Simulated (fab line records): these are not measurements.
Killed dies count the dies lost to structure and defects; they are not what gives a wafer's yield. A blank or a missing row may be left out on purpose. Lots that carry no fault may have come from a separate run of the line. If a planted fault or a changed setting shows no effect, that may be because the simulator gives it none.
Problem report, 8D (eight disciplines) form, completed by code + flow n5_finfet + the parts of the form that need people (team, actions taken, sign-off) are left out

1. WHAT WENT WRONG
Wafers without a fault read 1499.8 rpm, standard deviation 1; spin_speed_rpm at N5_BEOL_M9_COAT_63 reads a mean of 699.0 rpm on 6 wafers belonging to 2 lots. So: -99 or more standard deviations from the usual mean.
The step: time 60 s, resist thk 60 nm.
Seen first at day 13 09:39 on litho_track-03, wafer L591.2. Wafers with a number at this step in the record: 27, from 9 lots. The rule behind "out" and "out of limits": a value lying over 4 standard deviations away from the usual mean. The rest of the wafers with a number are treated as sound.

2. WHAT IT IS AND WHAT IT IS NOT
| question                    | is                     | is not                                                                                      |
|-----------------------------|------------------------|---------------------------------------------------------------------------------------------|
| which readings at this step | spin_speed_rpm         | -                                                                                           |
| which lots                  | L590, L591             | L580, L581, L592, L594, L599, L601, L603                                                    |
| which wafers of those lots  | all that have a number | -                                                                                           |
| read on which tools         | litho_track-03         | litho_track-01, litho_track-04                                                              |
| when                        | from day 13 09:39      | up to then (6 sound wafers); but 15 sound wafers of L592, L594, L599, L601, L603 came after |

3. WHAT RULES OUT EACH SUSPECT
Counting: any tool at a process step up to the reading is kept as a suspect provided that every lot that is out went through it and no sound lot did after the first of them.
- uv_cure-02 at N5_BEOL_M9_CURE_71 (cures SiCOH lowk, time 240 s): kept. It ran every lot that is out, first L591 (day 13 05:24), and no sound lot after that.
- litho_track-03 at N5_BEOL_M9_COAT_63 (time 60 s, resist thk 60 nm): kept. Every lot that is out went through it, starting with L591 (day 13 09:39), and after that it ran no sound lot; the last sound lot it ran before then is L581 (day 10 23:07). On those wafers its own readings are out: spin_speed_rpm.
Remaining after the count are uv_cure-02 at N5_BEOL_M9_CURE_71 and litho_track-03 at N5_BEOL_M9_COAT_63.

4. THE CAUSE (what the simulator had put in)
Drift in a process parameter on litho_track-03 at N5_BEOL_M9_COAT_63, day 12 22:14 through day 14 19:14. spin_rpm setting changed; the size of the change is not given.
Counting left 2 suspects, and this tool is among them.

5. THE CHAIN OF EFFECTS, in route order
Each row: a reading whose mean over the struck wafers that have a number lies more than 3 standard deviations from the usual. Scope: only readings with a usual standard deviation given in the record; hours: median across lots of the time from each lot's start at the first step in this table that gives one to its start at this step; sigmas: change in usual standard deviations.
| hours | step               | reading        | usual      | on struck wafers | change | sigmas      |
|-------|--------------------|----------------|------------|------------------|--------|-------------|
| 0     | N5_BEOL_M9_COAT_63 | spin_speed_rpm | 1499.8 rpm | 699.0            | -800.8 | -99 or more |
| 1     | N5_BEOL_M9_ETCH_66 | oes_product_au | 0.60 a.u.  | 0.78             | +0.18  | +3.1        |
Its process steps:
- N5_BEOL_M9_COAT_63: time 60 s, resist thk 60 nm.
- N5_BEOL_M9_ETCH_66: etches SOC in N2/H2, target depth 80 nm, overetch 16 nm, time 120 s.

6. HOW IT WOULD HAVE BEEN CAUGHT EARLIER
First out-of-limits reading in this record: day 13 09:39, which is 11 hours after fault onset at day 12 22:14.
